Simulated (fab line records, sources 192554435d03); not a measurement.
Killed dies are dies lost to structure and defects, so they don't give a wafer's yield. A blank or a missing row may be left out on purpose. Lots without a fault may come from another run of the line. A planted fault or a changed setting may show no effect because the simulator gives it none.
Chamber matching | flow n5_finfet | N5_BEOL_M10_ALD_74 on ald_metal-01: 4 sister chambers
The step deposits TaN, target thk 2 nm, pulse time 2 s, purge time 3 s. 8 wafers are shown with their chamber, then 7 later ones without.

WAFERS WITH THEIR CHAMBER
wafer  | chamber | heater_power_w (W)
L077.6 | 1       | 389
L080.4 | 0       | 522
L080.5 | 0       | 537
L087.1 | 3       | 459
L087.5 | 2       | 477
L087.6 | 3       | 459
L090.4 | 1       | 389
L090.5 | 2       | 479

WAFERS WITHOUT THEIR CHAMBER
wafer  | heater_power_w (W)
L090.6 | 390
L093.2 | 477
L093.4 | 460
L093.5 | 473
L094.1 | 453
L094.4 | 521
L094.5 | 391

WHICH CHAMBER EACH WENT THROUGH
wafer  | from the rows above     | in truth
L090.6 | 1                       | 1
L093.2 | 2                       | 2
L093.4 | 3                       | 3
L093.5 | can't be placed: 2 or 3 | 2
L094.1 | 3                       | 3
L094.4 | 0                       | 0
L094.5 | 1                       | 1
Placed correctly: 6 of 7. Can't be placed from these rows: 1 (the true chamber is among the candidates in 1). Placed wrongly: 0.
How it was worked out, from the rows above alone: a wafer's distance from a chamber is the root of the sum, over the readings, of the square of ((its reading less the chamber's mean) divided by the reading's scatter). The wafer belongs to the nearest chamber; if the next one is less than 2 further off, it can't be placed. A chamber's mean is the mean of its shown wafers. The scatter: the root of (the sum of the squares of (reading less its chamber's mean) over the shown wafers, divided by (wafers less chambers)).
